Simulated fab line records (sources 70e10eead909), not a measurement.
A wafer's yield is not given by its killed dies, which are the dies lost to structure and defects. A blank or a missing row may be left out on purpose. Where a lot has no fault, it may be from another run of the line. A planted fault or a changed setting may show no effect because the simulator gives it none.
What tool caused it? ; flow nand harc ; 11 lots, 33 wafers sampled, at 4 steps of a route of 1302

== WHAT THE GAUGES READ, wafer by wafer ==
Not one reading of a measure or inspect step in the record can be checked against a usual standard deviation.

== EACH LOT AND THE TOOL THAT RAN IT (in order: tool; ch and the chambers of the sampled wafers; start) ==
lot;NHARC_A_CHANNEL_HOLE_D2_ETCH_26;NHARC_A_CHANNEL_HOLE_D2_ETCH_27;NHARC_A_CHANNEL_HOLE_D2_STRIP_28;NHARC_A_CHANNEL_FILL_D2_ANNEAL_22
L849;har etch-02 ch 0,1, day 13 19:01;har etch-02 ch 0,1, day 13 19:13;rie diel-12 ch 0,1,2, day 15 05:37 or earlier;furnace-03 ch 0, day 15 05:37
L850;har etch-02 ch 0,1, day 14 07:38;har etch-02 ch 0,1, day 14 07:50;rie diel-10 ch 1,3, day 15 18:45 or earlier;furnace-03 ch 0, day 15 18:45
L852;har etch-02 ch 0,1, day 15 04:14;har etch-02 ch 0,1, day 15 04:26;rie diel-12 ch 1,2,3, day 16 12:18 or earlier;furnace-02 ch 0, day 16 12:18
L857;har etch-01 ch 0,1, day 17 05:20;har etch-01 ch 0,1, day 17 05:32;rie diel-10 ch 1,2, day 18 17:28 or earlier;furnace-03 ch 0, day 18 17:28
L858;har etch-01 ch 0,1, day 17 17:26;har etch-01 ch 0,1, day 17 17:38;rie diel-01 ch 1,2,3, day 19 07:26 or earlier;furnace-03 ch 0, day 19 07:26
L859;har etch-02 ch 0, day 18 06:44;har etch-02 ch 0, day 18 06:56;rie diel-10 ch 0,2,3, day 19 17:55 or earlier;furnace-03 ch 0, day 19 17:55
L863;har etch-01 ch 0,1, day 20 02:14;har etch-01 ch 0,1, day 20 02:26;rie diel-12 ch 1,3, day 21 13:04 or earlier;furnace-06 ch 0, day 21 13:04
L867;har etch-01 ch 0,1, day 21 05:22;har etch-01 ch 0,1, day 21 05:34;rie diel-12 ch 1,2,3, day 22 16:56 or earlier;furnace-06 ch 0, day 22 16:56
L868;har etch-02 ch 0,1, day 21 09:20;har etch-02 ch 0,1, day 21 09:32;rie diel-01 ch 0,1,3, day 23 01:16 or earlier;furnace-03 ch 0, day 23 01:16
L869;har etch-01 ch 0,1, day 22 11:45;har etch-01 ch 0,1, day 22 11:56;rie diel-12 ch 2,3, day 24 01:38 or earlier;furnace-02 ch 0, day 24 01:38
L870;har etch-01 ch 0, day 23 02:02;har etch-01 ch 0, day 23 02:14;rie diel-12 ch 0,2,3, day 24 14:05 or earlier;furnace-02 ch 0, day 24 14:05
- NHARC_A_CHANNEL_HOLE_D2_ETCH_26: etches the open film in C4F8/O2/Ar, time 224.1 s, target depth 300 nm.
- NHARC_A_CHANNEL_HOLE_D2_ETCH_27: etches the open film in C4F8/O2/Ar, time 90 s, target depth 400 nm.
- NHARC_A_CHANNEL_HOLE_D2_STRIP_28: strips in O2.
- NHARC_A_CHANNEL_FILL_D2_ANNEAL_22: time 7200 s.

== AS READ BY THE TOOLS THEMSELVES (means over the sampled wafers that have a number; for cases with no such wafer, the mark the record gives instead) ==
NHARC_A_CHANNEL_HOLE_D2_ETCH_26. Usual: c4f8 flow sccm 11.40 sccm, standard deviation 0.039; drypump motor current A 6.1 A, standard deviation 0.51; showerhead plenum p Torr 3.77 Torr, standard deviation 0.14; throttle valve pct 24.583 %, standard deviation 0.0093.
lot;tool;c4f8 flow sccm (sccm);drypump motor current A (A);showerhead plenum p Torr (Torr);throttle valve pct (%);flag
L849;har etch-02;11.36;6.6;3.74;24.590;
L850;har etch-02;11.39;6.4;3.86;24.585;
L852;har etch-02;11.37;6.4;3.85;24.591;
L857;har etch-01;11.45;5.6;3.71;24.578;
L858;har etch-01;11.42;5.6;3.70;24.576;
L859;har etch-02;11.37;6.8;3.98;24.577;
L863;har etch-01;11.42;5.9;3.68;24.582;
L867;har etch-01;11.40;5.9;3.67;24.579;
L868;har etch-02;11.38;6.6;3.95;24.593;
L869;har etch-01;11.37;5.6;3.67;24.585;
L870;har etch-01;11.36;6.2;3.66;24.579;

NHARC_A_CHANNEL_HOLE_D2_ETCH_27. Usual: c4f8 flow sccm 41.71 sccm, standard deviation 0.11; drypump motor current A 6.1 A, standard deviation 0.5; showerhead plenum p Torr 3.76 Torr, standard deviation 0.13; throttle valve pct 27.619 %, standard deviation 0.0085.
lot;tool;c4f8 flow sccm (sccm);drypump motor current A (A);showerhead plenum p Torr (Torr);throttle valve pct (%);flag
L849;har etch-02;41.73;6.5;3.74;27.624;
L850;har etch-02;41.69;6.4;3.85;27.632;
L852;har etch-02;41.71;6.4;3.84;27.619;
L857;har etch-01;41.78;5.6;3.71;27.605;
L858;har etch-01;41.81;5.6;3.70;27.617;
L859;har etch-02;41.89;6.7;3.97;27.616;
L863;har etch-01;41.69;5.9;3.68;27.616;
L867;har etch-01;41.52;5.9;3.67;27.623;
L868;har etch-02;41.66;6.6;3.94;27.620;
L869;har etch-01;41.71;5.6;3.66;27.614;
L870;har etch-01;41.75;6.2;3.66;27.616;

NHARC_A_CHANNEL_HOLE_D2_STRIP_28. Usual: drypump motor current A 5.5 A, standard deviation 0.44; oes product au 1.001 a.u., standard deviation 0.0089; rf vpp V 57.9 V, standard deviation 0.76; showerhead plenum p Torr 3.55 Torr, standard deviation 0.13; throttle valve pct 17.036 %, standard deviation 0.0089.
lot;tool;drypump motor current A (A);oes product au (a.u.);rf vpp V (V);showerhead plenum p Torr (Torr);throttle valve pct (%);flag
L849;rie diel-12;5.4;0.997;57.7;3.67;17.047;
L850;rie diel-10;5.7;1.010;57.6;3.41;17.042;
L852;rie diel-12;5.2;0.996;58.4;3.61;17.040;
L857;rie diel-10;5.7;0.998;57.8;3.41;17.033;
L858;rie diel-01;5.5;1.003;58.2;3.46;17.033;
L859;rie diel-10;5.7;1.001;58.1;3.52;17.032;
L863;rie diel-12;4.9;1.001;58.2;3.56;17.034;
L867;rie diel-12;5.2;1.000;58.3;3.61;17.035;
L868;rie diel-01;5.5;1.008;56.8;3.53;17.039;
L869;rie diel-12;5.5;0.993;58.1;3.65;17.041;
L870;rie diel-12;5.5;0.991;58.3;3.63;17.033;

NHARC_A_CHANNEL_FILL_D2_ANNEAL_22. Usual: spike tc bottom C 640.6 C, standard deviation 2.9; spike tc centre C 620.4 C, standard deviation 1.4; spike tc lower C 620.9 C, standard deviation 1.7; spike tc top C 639.0 C, standard deviation 2.7; spike tc upper C 619.3 C, standard deviation 1; tube center temp C 619.99 C, standard deviation 0.057; tube_center_temp_C_max 621.58, standard deviation 0.26; zone power upper pct 8.6 %, standard deviation 0.36.
lot;tool;spike tc bottom C (C);spike tc centre C (C);spike tc lower C (C);spike tc top C (C);spike tc upper C (C);tube center temp C (C);tube_center_temp_C_max;zone power upper pct (%);flag
L849;furnace-03;643.4;620.1;621.4;637.1;619.3;619.97;621.54;9.0;
L850;furnace-03;641.8;619.4;621.5;637.3;618.8;619.97;621.82;9.1;
L852;furnace-02;642.8;620.7;618.4;637.1;620.0;620.01;621.64;8.7;
L857;furnace-03;641.4;620.4;622.2;637.2;618.7;619.97;621.64;9.0;
L858;furnace-03;626.1;604.2;606.8;622.6;604.4;604.71;605.92;8.6;OFF
L859;furnace-03;627.4;603.4;606.1;622.6;604.2;604.67;606.36;8.6;OFF
L863;furnace-06;635.8;620.2;622.1;643.1;620.8;619.97;621.38;8.2;
L867;furnace-06;636.8;619.9;621.6;643.0;619.5;620.00;621.64;8.2;
L868;furnace-03;641.8;619.9;621.8;636.0;618.1;619.98;621.57;9.0;
L869;furnace-02;642.7;622.1;619.0;638.1;619.4;620.00;621.43;8.7;
L870;furnace-02;642.1;622.6;619.7;637.2;619.4;620.00;621.36;8.6;

== THE ANSWER, worked out from the rows above alone ==
Rule: take the mean of a lot's wafers that have a number; if it is more than 3 standard deviations from the usual mean, the lot is off. Also off: a lot with no number at a reading for which 4 or more lots have one. The other lots that the step has rows for count as sound. The gauges are gone through in route order, then the tools' own readings, and for those a lot's mean is taken as printed above. The first step at which some lot is off is used, and at that step the reading that is off furthest; a lot without a number counts as furthest.
Off at NHARC_A_CHANNEL_FILL_D2_ANNEAL_22 (tube center temp C): L858, L859.
If a tool, at that step or one of the process steps before it, ran each lot that is off and ran no sound lot following the first of them, it fits. NHARC_A_CHANNEL_HOLE_D2_STRIP_28: start missing for some lots; hours and lot order therefore follow NHARC_A_CHANNEL_FILL_D2_ANNEAL_22. Not one of the candidates tried fits.

== WHAT THE SIMULATOR HAD PUT IN ==
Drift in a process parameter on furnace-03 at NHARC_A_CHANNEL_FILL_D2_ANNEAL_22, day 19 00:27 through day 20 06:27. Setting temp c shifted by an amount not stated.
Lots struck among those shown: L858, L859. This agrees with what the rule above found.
